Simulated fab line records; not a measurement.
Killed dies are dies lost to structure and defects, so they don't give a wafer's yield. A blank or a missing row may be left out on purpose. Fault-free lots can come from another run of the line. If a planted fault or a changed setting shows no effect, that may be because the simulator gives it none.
Chamber matching	flow n5Finfet	N5_BEOL_M2_PRE_CLEAN_60 on cvdCo-01 has 3 sister chambers
The step time 15 s. 3 wafers are shown with their chamber, then 12 later ones without.

WAFERS PAIRED WITH THEIR CHAMBERS
wafer	chamber	heaterPowerW (W)
L083.6	1	89
L088.5	2	89
L088.6	0	98

WAFERS WITHOUT THEIR CHAMBER
wafer	heaterPowerW (W)
L090.2	90
L090.4	87
L090.5	90
L091.1	93
L091.3	89
L091.4	93
L093.3	95
L093.5	93
L093.6	89
L096.1	98
L096.3	90
L096.6	91

WHICH CHAMBER EACH ONE RAN IN
wafer	from the rows above	in truth
L090.2	can't be placed: 1 or 2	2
L090.4	can't be placed: 1 or 2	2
L090.5	can't be placed: 1 or 2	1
L091.1	can't be placed: 1 or 2 or 0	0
L091.3	can't be placed: 1 or 2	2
L091.4	can't be placed: 1 or 2 or 0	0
L093.3	can't be placed: 0 or 1 or 2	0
L093.5	can't be placed: 1 or 2 or 0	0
L093.6	can't be placed: 1 or 2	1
L096.1	0	0
L096.3	can't be placed: 1 or 2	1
L096.6	can't be placed: 1 or 2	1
Correct placement for 1 of the 12. Unplaceable from these rows: 11, with the true chamber sitting among the candidates in 11. Wrongly placed: 0.
How it was worked out, from the rows above alone: a wafer's distance from a chamber is the root of the sum, over the readings, of the square of ((its reading less the chamber's mean) divided by the reading's scatter). The wafer belongs to the nearest chamber; if the next one is less than 2 further off, it can't be placed. For every chamber, the mean is computed from those of its wafers that are shown. The scatter: with one shown wafer a chamber, the root of the mean of the squares of how far each hidden wafer lies from its nearest shown one.
